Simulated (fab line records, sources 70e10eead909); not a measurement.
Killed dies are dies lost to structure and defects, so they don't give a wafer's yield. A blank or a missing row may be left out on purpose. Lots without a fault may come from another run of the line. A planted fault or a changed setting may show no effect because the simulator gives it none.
One fault seen from 2 desks | flow nand_harc | each desk has only its own numbers; what lay behind them comes last

THE METROLOGY DESK
What the gauges read, lot by lot, whatever tool the lot ran on: means of the sampled wafers that have a number. A lot is out of limits, marked OUT, if its mean lies more than 4 standard deviations from the usual mean; the brackets give that distance.
Columns: A = cd_nm at NHARC_P_GATE_CD_MEAS_26, usual 120.6 nm
lot  | first seen here | A
L972 | day 5 05:38     | 119.6
L974 | day 5 21:13     | 121.6
L975 | day 6 04:19     | 120.3
L978 | day 7 07:39     | 120.1
L979 | day 7 18:55     | 121.7
L980 | day 8 09:03     | 119.6
L981 | day 8 16:18     | 112.3 (-11) OUT
L982 | day 9 06:10     | 115.8 (-6.3) OUT
L983 | day 9 14:18     | 117.1 (-4.7) OUT
L991 | day 12 19:38    | 120.5
L992 | day 13 10:32    | 121.3
L994 | day 14 05:46    | 120.2
L995 | day 14 12:46    | 121.8
This desk's finding: out of limits on L981, L982, L983; first on L981, day 8 16:18 (cd_nm at NHARC_P_GATE_CD_MEAS_26). In limits: L972, L974, L975, L978, L979, L980, L991, L992, L994, L995.

THE TOOL OWNER'S DESK: litho_track-01
The tool's own readings at NHARC_P_GATE_PEB_24 (peb time 65 s): means of the sampled wafers that have a number, for each lot that ran on this tool. A lot is out of limits, marked OUT, if its mean lies more than 4 standard deviations from the usual mean; the brackets give that distance.
Columns: A = heater_power_total_W at NHARC_P_GATE_PEB_24, usual 156.6 W
lot  | first seen here | A
L972 | day 5 05:34     | 156.2
L979 | day 7 18:50     | 156.8
L980 | day 8 08:58     | 156.7
L981 | day 8 16:13     | 157.1
L982 | day 9 06:05     | 156.1
L983 | day 9 14:13     | 156.3
L991 | day 12 19:34    | 156.7
This desk's finding: nothing out of limits on any of the 7 lots.

PUT TOGETHER
The metrology desk could have raised an alarm at day 8 16:18, on L981, L982, L983.
The tool owner's desk saw nothing out of limits.
The tool owner's desk has L981, L982, L983 on record, within its limits.
Of the lots named, all ran NHARC_P_GATE_PEB_24 on litho_track-01.

WHAT THE SIMULATOR HAD PUT IN
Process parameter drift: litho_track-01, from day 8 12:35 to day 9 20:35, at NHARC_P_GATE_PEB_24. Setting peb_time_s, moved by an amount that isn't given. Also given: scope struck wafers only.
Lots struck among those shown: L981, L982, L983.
Hours from the fault's start to each desk's first reading out of limits: the metrology desk, 4.
